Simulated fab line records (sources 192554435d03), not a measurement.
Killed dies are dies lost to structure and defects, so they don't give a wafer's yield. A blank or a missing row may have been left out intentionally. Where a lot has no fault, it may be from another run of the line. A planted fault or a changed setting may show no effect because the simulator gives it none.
fab line records -- flow n5_finfet -- part 1 of 2: steps 1 to 3 of 6
record: lots: 23, wafers: 69, last_day: 18
route steps=1938 shown GATE_CUT@496 MOL_CONTACT_COAG@532
lots untouched by any fault: they come from a run of this same line in which no faults occurred
start_h: hours from the record's first day to the start of the lot's first wafer shown -- wait_h: hours since the lot's step before -- " the same as in the row above -- L1.1+2: several wafers, shown together as one row -- - no value present, or no start provided -- * or withheld: withheld -- < > ~ a bound
route shown NAME@n: NAME is a module with steps in the file, n the number in the route of the first one -- usual: mean/standard deviation taken from wafers without a fault -- same: alike in all rows -- chamber/n: place in a boat -- sites: per-site readings -- _std_site: standard deviation of those values -- _edge_site: the outer-site mean with the inner-site mean subtracted -- radius_mm: for every site, how far away it sits from the centre of the wafer -- mask NAME#n: copy n -- behind: the most recent tool/chamber to have shaped the wafer -- hold: the reason the lot was held/the length of the hold in hours/how it ended -- device: names the non-switching transistor (n, p or np) -- end of line: the tests these same wafers got at the end of their route -- a step given without rows: its recipe and nothing more -- killed: at the first sort, the dies lost to defects and structure; wafer yield is something else -- map: a wafer's dies, x killed, . not, _ none there
set.NAME: setting as actually run; set.NAME@STEP: the setting as run at that earlier step -- model.NAME: the simulator's own value behind a step, which no gauge read
one table for each step of the route and one row for each wafer, over a sample of lots
services: a tool's chamber out of use, with start hour (start_h, from the record's first day; less than 0 if before it), hours out, and reason
== steps ==
step: N5_GATE_CUT_HM_OPEN_40
recipe: chemistry: C4F6/O2, target: SiO2, mask_material: SiARC, target_depth_a: 1390, time_s: 85.1, ion_energy_ev: 250, pressure_mtorr: 30, source_w: 345, bias_w: 185, Ar_flow_sccm: 300, C4F6_flow_sccm: 10, O2_flow_sccm: 10, ends: cleared
usual: drypump_motor_current_A: 5.6/0.39, etch_rf_on_time_s: 94.4/2.7, oes_product_au: 0.69/0.072, rf_vpp_V: 661/15, showerhead_plenum_p_Torr: 2.82/0.083, throttle_valve_pct: 21.05/0.27
lot.wafer,tool,chamber,start_h,wait_h,drypump_motor_current_A,etch_rf_on_time_s,oes_product_au,rf_hours_counter_h,rf_vpp_V,showerhead_plenum_p_Torr,throttle_valve_pct
L074.2,rie_diel-02,2,82.24,0.0,5.9,94.7,0.68,121,663,2.87,21.00
L074.4,rie_diel-02,1,82.24,0.0,5.6,95.1,0.71,123,652,2.75,21.22
L074.5,rie_diel-02,0,82.24,0.0,5.6,99.1,0.61,-,672,2.95,20.99
L075.1,rie_diel-01,3,89.51,0.0,6.1,89.0,0.68,170,648,2.72,21.39
L075.4,rie_diel-01,0,89.51,0.0,6.4,95.8,0.69,144,687,2.83,20.59
L075.6,rie_diel-01,2,89.51,0.0,6.1,94.0,0.70,-,669,2.95,20.52
L076.2,rie_diel-01,1,93.43,0.0,5.3,93.3,0.70,135,692,2.72,20.99
L076.5,rie_diel-01,3,93.43,0.0,6.1,93.5,0.67,-,646,2.72,21.40
L076.6,rie_diel-01,2,93.43,0.0,6.1,95.7,0.69,-,668,2.95,20.52
L077.1,rie_diel-01,1,102.74,0.0,5.3,92.3,0.70,138,693,2.72,20.97
L077.4,rie_diel-01,3,102.74,0.0,6.1,91.3,0.68,174,646,2.72,21.40
L077.6,rie_diel-01,1,102.74,0.0,5.3,91.6,0.69,-,693,2.72,20.99
L078.1,rie_diel-03,0,105.82,0.0,5.4,94.1,0.69,165,673,2.94,21.13
L078.3,rie_diel-03,2,105.82,0.0,5.8,91.8,0.64,231,652,2.76,21.26
L078.6,rie_diel-03,0,105.82,0.0,5.4,95.1,0.69,-,674,2.94,21.15
L080.3,rie_diel-02,1,123.09,0.0,5.6,93.3,0.70,137,650,2.75,21.23
L080.4,rie_diel-02,0,123.09,0.0,5.6,96.9,0.61,241,670,2.94,21.02
L080.5,rie_diel-02,2,123.09,0.0,5.9,97.3,0.68,-,662,2.87,21.00
L081.1,rie_diel-03,2,126.44,0.0,5.9,92.4,0.64,239,650,2.76,21.26
L081.5,rie_diel-03,2,126.44,0.0,5.9,92.0,0.64,-,649,2.76,21.28
L081.6,rie_diel-03,3,126.44,0.0,5.2,95.6,0.70,-,638,2.74,21.07
L082.1,rie_diel-01,0,140.09,0.0,6.4,90.7,0.69,159,684,2.82,20.64
L082.5,rie_diel-01,3,140.09,0.0,6.1,93.3,0.67,-,648,2.71,21.42
L082.6,rie_diel-01,0,140.09,0.0,6.4,92.3,0.69,-,685,2.82,20.62
L083.2,rie_diel-03,0,147.19,0.0,5.4,93.8,0.67,179,676,2.94,21.14
L083.3,rie_diel-03,2,147.19,0.0,5.9,92.6,0.64,244,649,2.76,21.28
L083.4,rie_diel-03,1,147.19,0.0,5.1,97.2,0.60,-,655,2.81,21.36
L085.1,rie_diel-03,0,150.79,0.0,5.4,92.1,0.68,179,674,2.94,21.16
L085.3,rie_diel-03,2,150.79,0.0,5.8,91.1,0.64,245,650,2.76,21.27
L085.4,rie_diel-03,3,150.79,0.0,5.2,95.9,0.69,139,638,2.74,21.07
L084.1,rie_diel-01,3,150.81,0.0,6.1,89.6,0.66,189,646,2.71,21.41
L084.2,rie_diel-01,2,150.81,0.0,6.1,92.7,0.68,146,667,2.94,20.54
L084.3,rie_diel-01,0,150.81,0.0,6.4,90.9,0.68,163,684,2.82,20.61
L086.1,rie_diel-03,3,158.89,0.0,5.2,94.3,0.68,142,638,2.74,21.09
L086.3,rie_diel-03,1,158.89,0.0,5.1,96.3,0.60,221,657,2.81,21.37
L086.5,rie_diel-03,1,158.89,0.0,5.1,97.4,0.61,-,658,2.81,21.38
L088.1,rie_diel-02,1,171.53,0.0,5.6,93.2,0.69,148,651,2.74,21.27
L088.2,rie_diel-02,2,171.53,0.0,5.9,96.4,0.66,147,661,2.86,21.03
L088.5,rie_diel-02,1,171.53,0.0,5.6,95.1,0.68,-,651,2.74,21.26
L087.3,rie_diel-03,0,172.06,0.0,5.4,93.6,0.66,184,675,2.94,21.16
L087.4,rie_diel-03,3,172.06,0.0,5.2,100.4,0.67,145,638,2.74,21.07
L087.5,rie_diel-03,2,172.06,0.0,5.9,94.5,0.63,-,649,2.75,21.29
L089.1,rie_diel-02,2,179.90,0.0,5.9,95.8,0.67,150,662,2.86,21.03
L089.4,rie_diel-02,0,179.90,0.0,5.6,92.0,0.86,2,672,2.94,20.68
L089.6,rie_diel-02,3,179.90,0.0,5.4,91.3,0.74,-,676,2.88,20.78
L090.1,rie_diel-02,1,190.67,0.0,5.6,96.1,0.68,155,651,2.74,21.27
L090.2,rie_diel-02,0,190.67,0.0,5.6,92.4,0.85,6,671,2.93,20.69
L090.3,rie_diel-02,2,190.67,0.0,5.9,98.0,0.67,153,662,2.86,21.05
L091.1,rie_diel-03,3,193.26,0.0,5.2,100.4,0.66,151,637,2.74,21.08
L091.3,rie_diel-03,0,193.26,0.0,5.4,100.3,0.65,191,675,2.93,21.17
L091.6,rie_diel-03,1,193.26,0.0,5.1,98.9,0.60,-,655,2.81,21.39
L092.1,rie_diel-03,3,196.81,0.0,5.2,97.6,0.67,153,637,2.73,21.09
L092.4,rie_diel-03,2,196.81,0.0,5.8,91.8,0.92,1,651,2.75,20.84
L092.6,rie_diel-03,3,196.81,0.0,5.2,98.4,0.67,-,637,2.73,21.11
L094.1,rie_diel-02,3,206.44,0.0,5.4,91.1,0.74,91,675,2.87,20.80
L094.2,rie_diel-02,1,206.44,0.0,5.6,94.6,0.68,160,650,2.74,21.27
L094.5,rie_diel-02,0,206.44,0.0,5.6,92.8,0.84,-,672,2.93,20.69
L093.3,rie_diel-01,2,207.28,0.0,6.1,92.4,0.67,162,668,2.93,20.57
L093.4,rie_diel-01,3,207.28,0.0,6.0,91.5,0.65,205,647,2.70,21.44
L093.5,rie_diel-01,3,207.28,0.0,6.1,90.6,0.65,-,646,2.70,21.43
L095.1,rie_diel-03,3,213.33,0.0,5.2,96.4,0.66,158,637,2.73,21.10
L095.2,rie_diel-03,2,213.33,0.0,5.9,90.7,0.90,6,649,2.75,20.85
L095.5,rie_diel-03,3,213.33,0.0,5.2,99.1,0.66,-,638,2.73,21.11
L096.1,rie_diel-03,2,217.78,0.0,5.8,89.3,0.91,7,651,2.75,20.85
L096.2,rie_diel-03,1,217.78,0.0,5.1,96.2,0.60,239,656,2.81,21.42
L096.6,rie_diel-03,3,217.78,0.0,5.2,98.8,0.66,-,639,2.73,21.11
L097.1,rie_diel-03,2,226.62,0.0,5.9,88.5,0.89,11,650,2.75,20.87
L097.3,rie_diel-03,0,226.62,0.0,5.4,95.6,0.65,204,675,2.93,21.18
L097.5,rie_diel-03,2,226.62,0.0,5.8,90.2,0.89,-,649,2.75,20.87
step: N5_GATE_CUT_ALD_22
recipe: material: SiNx, target_thk_a: 160, temp_c: 400, ald_precursor_family: SiH2I2, ald_co_reactant: N2/H2-plasma, pulse_time_s: 1, ald_cycles: 320, purge_time_s: 2, co_reactant_purge_time_s: 2, pressure_torr: 2
usual: heater_power_w: 843/140, precursor_pulse_height_rel: 0.998/0.019
lot.wafer,tool,chamber,start_h,wait_h,heater_power_w,precursor_pulse_height_rel,since_wet_clean_h
L074.2,ald_sin-04,1,83.12,0.0,859,0.996,363
L074.4,ald_sin-04,0,83.12,0.0,843,0.973,363
L074.5,ald_sin-04,1,83.12,0.0,876,0.988,-
L075.1,ald_sin-03,3,90.22,0.0,845,1.014,83
L075.4,ald_sin-03,2,90.22,0.0,704,1.011,83
L075.6,ald_sin-03,2,90.22,0.0,703,0.997,-
L076.2,ald_sin-03,1,94.10,0.0,975,1.010,87
L076.5,ald_sin-03,1,94.10,0.0,943,1.003,-
L076.6,ald_sin-03,0,94.10,0.0,895,0.993,-
L077.1,ald_sin-04,0,103.42,0.0,898,0.987,3
L077.4,ald_sin-04,2,103.42,0.0,688,0.988,3
L077.6,ald_sin-04,0,103.42,0.0,916,0.989,-
L078.1,ald_sin-01,1,106.58,0.0,592,0.986,296
L078.3,ald_sin-01,0,106.58,0.0,932,0.977,296
L078.6,ald_sin-01,2,106.58,0.0,728,1.011,-
L080.3,ald_sin-01,0,123.77,0.0,944,1.017,313
L080.4,ald_sin-01,1,123.77,0.0,604,0.997,313
L080.5,ald_sin-01,2,123.77,0.0,738,0.984,-
L081.1,ald_sin-04,0,127.11,0.0,904,0.974,26
L081.5,ald_sin-04,3,127.11,0.0,865,1.019,-
L081.6,ald_sin-04,2,127.11,0.0,699,1.016,-
L082.1,ald_sin-04,0,140.77,0.0,903,1.010,40
L082.5,ald_sin-04,0,140.77,0.0,904,1.029,-
L082.6,ald_sin-04,1,140.77,0.0,833,0.998,-
L083.2,ald_sin-04,1,148.26,0.4,873,0.996,47
L083.3,ald_sin-04,2,148.26,0.4,693,1.002,47
L083.4,ald_sin-04,0,148.26,0.4,914,1.000,47
L085.1,ald_sin-01,1,151.47,0.0,601,0.973,341
L085.3,ald_sin-01,0,151.47,0.0,953,0.994,341
L085.4,ald_sin-01,3,151.47,0.0,1107,1.026,341
L084.1,ald_sin-03,0,152.13,0.6,927,0.985,145
L084.2,ald_sin-03,1,152.13,0.6,970,1.024,145
L084.3,ald_sin-03,1,152.13,0.6,931,1.031,-
L086.1,ald_sin-01,2,159.79,0.3,720,0.979,349
L086.3,ald_sin-01,3,159.79,0.3,1057,0.960,349
L086.5,ald_sin-01,0,159.79,0.3,947,0.976,-
L088.1,ald_sin-04,2,172.51,0.0,687,1.006,72
L088.2,ald_sin-04,3,172.51,0.0,862,0.992,72
L088.5,ald_sin-04,2,172.51,0.0,696,0.998,-
L087.3,ald_sin-03,1,173.08,0.4,951,1.012,166
L087.4,ald_sin-03,2,173.08,0.4,722,0.993,166
L087.5,ald_sin-03,1,173.08,0.4,971,1.050,-
L089.1,ald_sin-03,0,180.57,0.0,919,0.942,173
L089.4,ald_sin-03,3,180.57,0.0,866,0.987,173
L089.6,ald_sin-03,0,180.57,0.0,912,0.975,-
L090.1,ald_sin-01,0,192.72,1.4,915,1.018,0
L090.2,ald_sin-01,3,192.72,1.4,1087,1.002,0
L090.3,ald_sin-01,1,192.72,1.4,572,1.008,0
L091.1,ald_sin-01,1,194.40,0.5,559,1.012,2
L091.3,ald_sin-01,2,194.40,0.5,779,0.978,2
L091.6,ald_sin-01,3,194.40,0.5,1074,0.987,-
L092.1,ald_sin-01,3,197.49,0.0,1099,1.019,5
L092.4,ald_sin-01,0,197.49,0.0,917,0.966,5
L092.6,ald_sin-01,1,197.49,0.0,563,0.973,-
L094.1,ald_sin-04,0,207.11,0.0,920,1.031,106
L094.2,ald_sin-04,3,207.11,0.0,863,1.015,106
L094.5,ald_sin-04,0,207.11,0.0,906,1.020,-
L093.3,ald_sin-01,2,207.95,0.0,776,1.006,16
L093.4,ald_sin-01,1,207.95,0.0,592,1.003,16
L093.5,ald_sin-01,2,207.95,0.0,772,0.983,-
L095.1,ald_sin-01,2,214.00,0.0,762,0.973,22
L095.2,ald_sin-01,0,214.00,0.0,942,0.981,22
L095.5,ald_sin-01,2,214.00,0.0,768,0.998,-
L096.1,ald_sin-04,3,218.46,0.0,886,0.987,118
L096.2,ald_sin-04,0,218.46,0.0,931,1.020,118
L096.6,ald_sin-04,3,218.46,0.0,874,0.988,-
L097.1,ald_sin-04,3,227.49,0.2,885,1.015,127
L097.3,ald_sin-04,1,227.49,0.2,840,0.984,127
L097.5,ald_sin-04,2,227.49,0.2,687,0.983,-
step: N5_MOL_CONTACT_COAG_ETCH_106
recipe: chemistry: N2/H2, target: SOC, target_depth_a: 800, overetch_a: 160, mask_material: SiARC, temp_c: 40, time_s: 120, ion_energy_ev: 200, pressure_mtorr: 30, source_w: 840, bias_w: 150, n2_flow_sccm: 200, h2_flow_sccm: 200
usual: drypump_motor_current_A: 5.9/0.47, oes_product_au: 0.72/0.065, rf_vpp_V: 525.7/2.2, showerhead_plenum_p_Torr: 2.60/0.084, throttle_valve_pct: 17.7/0.32
lot.wafer,tool,chamber,start_h,wait_h,drypump_motor_current_A,oes_product_au,rf_hours_counter_h,rf_vpp_V,showerhead_plenum_p_Torr,throttle_valve_pct
L074.2,rie_diel-04,3,87.22,0.0,6.3,0.78,46,525.2,2.61,17.6
L074.4,rie_diel-04,2,87.22,0.0,6.3,0.75,56,527.8,2.72,17.9
L074.5,rie_diel-04,2,87.22,0.0,6.3,0.75,-,526.7,2.72,17.9
L075.1,rie_diel-04,0,93.26,0.0,5.0,0.82,21,523.9,2.46,17.6
L075.4,rie_diel-04,3,93.26,0.0,6.3,0.77,47,525.9,2.61,17.7
L075.6,rie_diel-04,1,93.26,0.0,5.8,0.64,-,527.3,2.64,17.8
L076.2,rie_diel-06,0,97.14,0.0,6.4,0.68,172,526.7,2.65,18.1
L076.5,rie_diel-06,3,97.14,0.0,5.1,0.69,-,526.3,2.67,17.9
L076.6,rie_diel-06,2,97.14,0.0,5.9,0.62,-,523.2,2.48,17.6
L077.1,rie_diel-04,2,107.16,0.0,6.3,0.74,64,528.3,2.72,17.9
L077.4,rie_diel-04,1,107.16,0.0,5.8,0.63,205,524.5,2.64,17.8
L077.6,rie_diel-04,3,107.16,0.0,6.2,0.77,-,526.0,2.61,17.7
L078.1,rie_diel-05,3,109.61,0.0,5.9,0.65,195,527.9,2.61,17.2
L078.3,rie_diel-05,2,109.61,0.0,5.4,0.76,57,522.8,2.48,17.5
L078.6,rie_diel-05,2,109.61,0.0,5.4,0.76,-,521.6,2.48,17.5
L080.3,rie_diel-05,1,126.92,0.0,5.8,0.68,129,527.0,2.66,18.2
L080.4,rie_diel-05,0,126.92,0.0,6.2,0.82,13,529.8,2.68,17.2
L080.5,rie_diel-05,1,126.92,0.0,5.8,0.69,-,528.3,2.66,18.2
L081.1,rie_diel-05,2,130.14,0.0,5.4,0.75,63,522.4,2.48,17.5
L081.5,rie_diel-05,0,130.14,0.0,6.2,0.82,-,530.4,2.68,17.2
L081.6,rie_diel-05,3,130.14,0.0,5.8,0.65,-,526.3,2.60,17.3
L082.1,rie_diel-06,1,143.99,0.0,6.5,0.77,36,527.8,2.69,17.6
L082.5,rie_diel-06,1,143.99,0.0,6.5,0.77,-,526.8,2.69,17.6
L082.6,rie_diel-06,0,143.99,0.0,6.3,0.65,-,526.8,2.64,18.1
L083.2,rie_diel-05,3,151.29,0.0,5.8,0.65,210,526.3,2.60,17.3
L083.3,rie_diel-05,2,151.29,0.0,5.4,0.76,66,521.5,2.48,17.5
L083.4,rie_diel-05,1,151.29,0.0,5.9,0.69,139,526.7,2.66,18.2
L085.1,rie_diel-05,3,154.61,0.0,5.9,0.64,210,525.8,2.60,17.3
L085.3,rie_diel-05,0,154.61,0.0,6.2,0.80,23,527.8,2.67,17.3
L085.4,rie_diel-05,2,154.61,0.0,5.5,0.75,67,521.5,2.48,17.5
L084.1,rie_diel-04,0,155.92,0.0,4.9,0.79,43,521.7,2.45,17.6
L084.2,rie_diel-04,3,155.92,0.0,6.3,0.74,67,524.0,2.60,17.7
L084.3,rie_diel-04,1,155.92,0.0,5.8,0.62,221,525.6,2.63,17.8
L086.1,rie_diel-06,0,162.96,0.0,6.3,0.66,197,526.0,2.64,18.2
L086.3,rie_diel-06,3,162.96,0.0,5.0,0.68,170,526.3,2.66,17.9
L086.5,rie_diel-06,3,162.96,0.0,5.0,0.67,-,526.6,2.66,17.9
L088.1,rie_diel-04,1,175.67,0.0,5.8,0.62,227,526.5,2.63,17.8
L088.2,rie_diel-04,2,175.67,0.0,6.3,0.72,85,526.7,2.71,17.9
L088.5,rie_diel-04,0,175.67,0.0,5.0,0.77,-,522.0,2.45,17.6
L087.3,rie_diel-04,3,176.12,0.0,6.3,0.75,74,523.9,2.60,17.7
L087.4,rie_diel-04,0,176.12,0.0,5.0,0.78,49,522.6,2.45,17.6
L087.5,rie_diel-04,3,176.12,0.0,6.3,0.75,-,525.1,2.60,17.7
L089.1,rie_diel-06,2,184.07,0.0,5.9,0.88,3,524.0,2.47,17.2
L089.4,rie_diel-06,1,184.07,0.0,6.5,0.75,50,529.1,2.68,17.6
L089.6,rie_diel-06,3,184.07,0.0,5.0,0.67,-,525.8,2.66,18.0
L090.1,rie_diel-05,3,195.75,0.0,5.9,0.63,224,525.8,2.59,17.3
L090.2,rie_diel-05,1,195.75,0.0,5.8,0.66,154,526.8,2.65,18.3
L090.3,rie_diel-05,0,195.75,0.0,6.2,0.78,37,527.7,2.67,17.3
L091.1,rie_diel-06,2,197.56,0.0,5.9,0.85,6,521.3,2.47,17.2
L091.3,rie_diel-06,1,197.56,0.0,6.5,0.74,54,527.6,2.68,17.6
L091.6,rie_diel-06,2,197.56,0.0,5.9,0.85,-,523.7,2.47,17.2
L092.1,rie_diel-05,2,209.73,0.0,5.4,0.73,85,522.4,2.47,17.5
L092.4,rie_diel-05,0,209.73,0.0,6.2,0.78,42,528.8,2.67,17.3
L092.6,rie_diel-05,3,209.73,0.0,5.9,0.64,-,526.2,2.59,17.3
L094.1,rie_diel-05,2,210.15,0.0,5.4,0.73,85,522.2,2.47,17.5
L094.2,rie_diel-05,1,210.15,0.0,5.8,0.67,158,526.7,2.65,18.3
L094.5,rie_diel-05,1,210.15,0.0,5.8,0.67,-,527.1,2.65,18.3
L093.3,rie_diel-05,3,210.98,0.0,5.9,0.64,229,526.5,2.59,17.3
L093.4,rie_diel-05,0,210.98,0.0,6.2,0.77,42,528.2,2.67,17.3
L093.5,rie_diel-05,0,210.98,0.0,6.2,0.78,-,528.1,2.67,17.3
L095.1,rie_diel-05,0,217.03,0.0,6.2,0.77,44,529.3,2.67,17.3
L095.2,rie_diel-05,3,217.03,0.0,5.8,0.63,230,525.2,2.59,17.3
L095.5,rie_diel-05,0,217.03,0.0,6.2,0.77,-,528.5,2.67,17.3
L096.1,rie_diel-04,0,221.61,0.0,5.0,0.76,62,522.2,2.44,17.7
L096.2,rie_diel-04,1,221.61,0.0,5.8,0.61,246,526.6,2.62,17.9
L096.6,rie_diel-04,3,221.61,0.0,6.3,0.73,-,523.0,2.59,17.7
L097.1,rie_diel-04,0,230.88,0.0,5.0,0.77,65,523.2,2.44,17.7
L097.3,rie_diel-04,2,230.88,0.0,6.3,0.70,107,525.7,2.70,18.0
L097.5,rie_diel-04,1,230.88,0.0,5.8,0.61,-,526.2,2.62,17.9
